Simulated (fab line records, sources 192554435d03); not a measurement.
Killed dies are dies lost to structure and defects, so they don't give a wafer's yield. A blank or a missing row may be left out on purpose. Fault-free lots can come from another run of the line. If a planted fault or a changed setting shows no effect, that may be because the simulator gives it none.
Which tool was responsible? || flow n5 finfet || 21 wafers from 7 lots sampled at 6 of the route's 1938 steps

== WHAT THE GAUGES READ, wafer by wafer ==
N5_BEOL_M0_OCD_MEAS_108.
{"lot": "L225", "measured": "day 6 20:02", "on": "ocd-02", "trench depth nm (nm)": "0.1 0 0.5"}
{"lot": "L226", "measured": "day 6 20:34", "on": "ocd-02", "trench depth nm (nm)": "0.1 0 0"}
{"lot": "L236", "measured": "day 9 15:20", "on": "ocd-01", "trench depth nm (nm)": "32.7 33.3 32.0"}
{"lot": "L237", "measured": "day 10 02:22", "on": "ocd-01", "trench depth nm (nm)": "33.2 32.3 33.6"}
{"lot": "L238", "measured": "day 10 13:08", "on": "ocd-02", "trench depth nm (nm)": "32.8 32.4 32.3"}
{"lot": "L240", "measured": "day 10 19:41", "on": "ocd-02", "trench depth nm (nm)": "32.4 32.9 32.4"}
{"lot": "L244", "measured": "day 11 17:12", "on": "ocd-02", "trench depth nm (nm)": "33.6 32.4 32.7"}

== WHICH TOOL RAN EACH LOT (tool, then ch and the chambers of the sampled wafers, then the start) ==
{"lot": "L225", "N5_BEOL_M0_SAQP_DESCUM_45": "rie diel-02 ch 0,2, day 6 14:07", "N5_BEOL_M0_SAQP_ETCH_88": "rie diel-02 ch 0,2, day 6 14:09", "N5_BEOL_M0_CUTY_ETCH_63": "rie diel-01 ch 1,2,3, day 6 15:39", "N5_BEOL_M0_HM_OPEN_105": "rie metal-01 ch 0,1, day 6 19:33", "N5_BEOL_M0_ETCH_128": "rie diel-03 ch 0,2,3, day 6 19:53"}
{"lot": "L226", "N5_BEOL_M0_SAQP_DESCUM_45": "rie diel-02 ch 1,2,3, day 6 16:46", "N5_BEOL_M0_SAQP_ETCH_88": "rie diel-02 ch 1,2,3, day 6 16:49", "N5_BEOL_M0_CUTY_ETCH_63": "rie diel-03 ch 0,2,3, day 6 18:14", "N5_BEOL_M0_HM_OPEN_105": "rie metal-03 ch 0,1, day 6 19:44", "N5_BEOL_M0_ETCH_128": "rie diel-03 ch 0,2,3, day 6 20:26"}
{"lot": "L236", "N5_BEOL_M0_SAQP_DESCUM_45": "rie diel-02 ch 0,1,2, day 9 10:14", "N5_BEOL_M0_SAQP_ETCH_88": "rie diel-02 ch 0,1,2, day 9 10:16", "N5_BEOL_M0_CUTY_ETCH_63": "rie diel-03 ch 0,1,2, day 9 11:35", "N5_BEOL_M0_HM_OPEN_105": "rie metal-01 ch 0,1, day 9 14:21", "N5_BEOL_M0_ETCH_128": "rie diel-01 ch 2,3, day 9 15:11"}
{"lot": "L237", "N5_BEOL_M0_SAQP_DESCUM_45": "rie diel-05 ch 0,1,3, day 9 20:07", "N5_BEOL_M0_SAQP_ETCH_88": "rie diel-05 ch 0,1,3, day 9 20:09", "N5_BEOL_M0_CUTY_ETCH_63": "rie diel-03 ch 0,1,3, day 9 21:35", "N5_BEOL_M0_HM_OPEN_105": "rie metal-03 ch 0,1, day 10 01:26", "N5_BEOL_M0_ETCH_128": "rie diel-03 ch 0,1,3, day 10 02:13"}
{"lot": "L238", "N5_BEOL_M0_SAQP_DESCUM_45": "rie diel-02 ch 1,2,3, day 10 09:58", "N5_BEOL_M0_SAQP_ETCH_88": "rie diel-02 ch 1,2,3, day 10 09:59", "N5_BEOL_M0_CUTY_ETCH_63": "rie diel-04 ch 1,2, day 10 12:04", "N5_BEOL_M0_HM_OPEN_105": "rie metal-01 ch 0,1, day 10 12:18", "N5_BEOL_M0_ETCH_128": "rie diel-04 ch 1,2, day 10 12:58"}
{"lot": "L240", "N5_BEOL_M0_SAQP_DESCUM_45": "rie diel-05 ch 0,1,2, day 10 13:36", "N5_BEOL_M0_SAQP_ETCH_88": "rie diel-05 ch 0,1,2, day 10 13:38", "N5_BEOL_M0_CUTY_ETCH_63": "rie diel-03 ch 0,2, day 10 15:06", "N5_BEOL_M0_HM_OPEN_105": "rie metal-01 ch 0,1, day 10 19:05", "N5_BEOL_M0_ETCH_128": "rie diel-03 ch 1,3, day 10 19:32"}
{"lot": "L244", "N5_BEOL_M0_SAQP_DESCUM_45": "rie diel-06 ch 2,3, day 11 14:36", "N5_BEOL_M0_SAQP_ETCH_88": "rie diel-06 ch 2,3, day 11 14:38", "N5_BEOL_M0_CUTY_ETCH_63": "rie diel-01 ch 0,2,3, day 11 16:06", "N5_BEOL_M0_HM_OPEN_105": "rie metal-03 ch 0,1, day 11 16:31", "N5_BEOL_M0_ETCH_128": "rie diel-03 ch 0,3, day 11 17:04"}
- N5_BEOL_M0_SAQP_DESCUM_45: chemistry O2, time 7 s.
- N5_BEOL_M0_SAQP_ETCH_88: etches underlayer in N2/H2, target depth 6.5 nm, time 5.2 s.
- N5_BEOL_M0_CUTY_ETCH_63: etches SOC in N2/H2, target depth 82.7 nm, overetch 16.5 nm, time 124 s.
- N5_BEOL_M0_HM_OPEN_105: chemistry Cl2/BCl3, target TiN, target depth 12 nm.
- N5_BEOL_M0_ETCH_128: etches SiCN in CF4/N2, target depth 12 nm, overetch 5.1 nm, time 21.4 s.

== THE ANSWER, worked out from the rows above alone ==
Rule: what is usual is taken from the lots themselves. The widest of any qualifying gaps counts: lots, ordered by their means at a reading, are off when they make up no more than a third of the lots, leave a main group of 4 or more, and stand apart from it by 3 or more times the standard deviation of that group's means. If all means in a main group match to the digits the tables above print for the reading, that group is not used. Also off: a lot with no number at a reading for which 4 or more lots have one. Any other lot the step has rows for is counted as sound.
Off: L225, L226, at N5_BEOL_M0_OCD_MEAS_108 (trench depth nm). For the main group the mean is 32.7 nm and the standard deviation 0.2.
If a tool, at a process step before that reading, ran all the lots that are off and no sound lot after the first of them, it fits. Gauges at N5_BEOL_M0_OCD_MEAS_108: tried the same way as those tools. Of those tried, none fits.

== WHAT THE SIMULATOR HAD PUT IN ==
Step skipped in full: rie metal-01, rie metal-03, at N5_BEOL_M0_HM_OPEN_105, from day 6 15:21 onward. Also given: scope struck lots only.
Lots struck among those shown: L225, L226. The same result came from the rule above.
